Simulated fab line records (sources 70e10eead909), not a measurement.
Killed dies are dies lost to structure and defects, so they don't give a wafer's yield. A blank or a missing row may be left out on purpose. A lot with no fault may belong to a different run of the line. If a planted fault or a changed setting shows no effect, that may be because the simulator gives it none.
Chamber matching :: flow nandHarc :: pecvd-04 running NHARC_A_M1_DEP_33: 3 sister chambers
The step deposits SiCN, target thk 30 nm. 6 wafers are shown with their chamber, then 8 later ones without.

## EACH WAFER AND ITS CHAMBER
wafer: L510.2
chamber: 1
heaterPowerOuterW (W): 341
heaterPowerW (W): 619

wafer: L510.5
chamber: 1
heaterPowerOuterW (W): 344
heaterPowerW (W): 641

wafer: L510.6
chamber: 2
heaterPowerOuterW (W): 356
heaterPowerW (W): 674

wafer: L512.2
chamber: 2
heaterPowerOuterW (W): 304
heaterPowerW (W): 578

wafer: L512.4
chamber: 0
heaterPowerOuterW (W): 327
heaterPowerW (W): 594

wafer: L513.1
chamber: 0
heaterPowerOuterW (W): 376
heaterPowerW (W): 658

## WAFERS WITH NO CHAMBER GIVEN
wafer: L513.2
heaterPowerOuterW (W): 415
heaterPowerW (W): 707

wafer: L513.3
heaterPowerOuterW (W): 334
heaterPowerW (W): 654

wafer: L515.1
heaterPowerOuterW (W): 322
heaterPowerW (W): 622

wafer: L515.4
heaterPowerOuterW (W): 410
heaterPowerW (W): 694

wafer: L515.6
heaterPowerOuterW (W): 336
heaterPowerW (W): 615

wafer: L517.2
heaterPowerOuterW (W): 420
heaterPowerW (W): 729

wafer: L517.3
heaterPowerOuterW (W): 348
heaterPowerW (W): 663

wafer: L517.5
heaterPowerOuterW (W): 346
heaterPowerW (W): 632

## THE CHAMBER EACH PASSED THROUGH
wafer: L513.2
from the rows above: can't be placed: 0 or 1 or 2
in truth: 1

wafer: L513.3
from the rows above: can't be placed: 1 or 2 or 0
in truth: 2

wafer: L515.1
from the rows above: can't be placed: 2 or 1 or 0
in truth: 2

wafer: L515.4
from the rows above: can't be placed: 0 or 1 or 2
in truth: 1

wafer: L515.6
from the rows above: can't be placed: 2 or 1 or 0
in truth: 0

wafer: L517.2
from the rows above: can't be placed: 0 or 1 or 2
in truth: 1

wafer: L517.3
from the rows above: can't be placed: 1 or 0 or 2
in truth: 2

wafer: L517.5
from the rows above: can't be placed: 1 or 0 or 2
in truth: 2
Correctly placed: 0 of 8. Unplaceable from these rows: 8, with the true chamber sitting among the candidates in 8. 0 placed wrongly.
How it was worked out, from the rows above alone: a wafer's distance from a chamber is the root of the sum, over the readings, of the square of ((its reading less the chamber's mean) divided by the reading's scatter). The wafer belongs to the nearest chamber; if the next one is less than 2 further off, it can't be placed. A chamber's mean is the mean of its shown wafers. How the scatter is found: for the shown wafers, subtract from each reading the mean of its chamber, square and add these, divide the total by (wafers less chambers), then take the root.
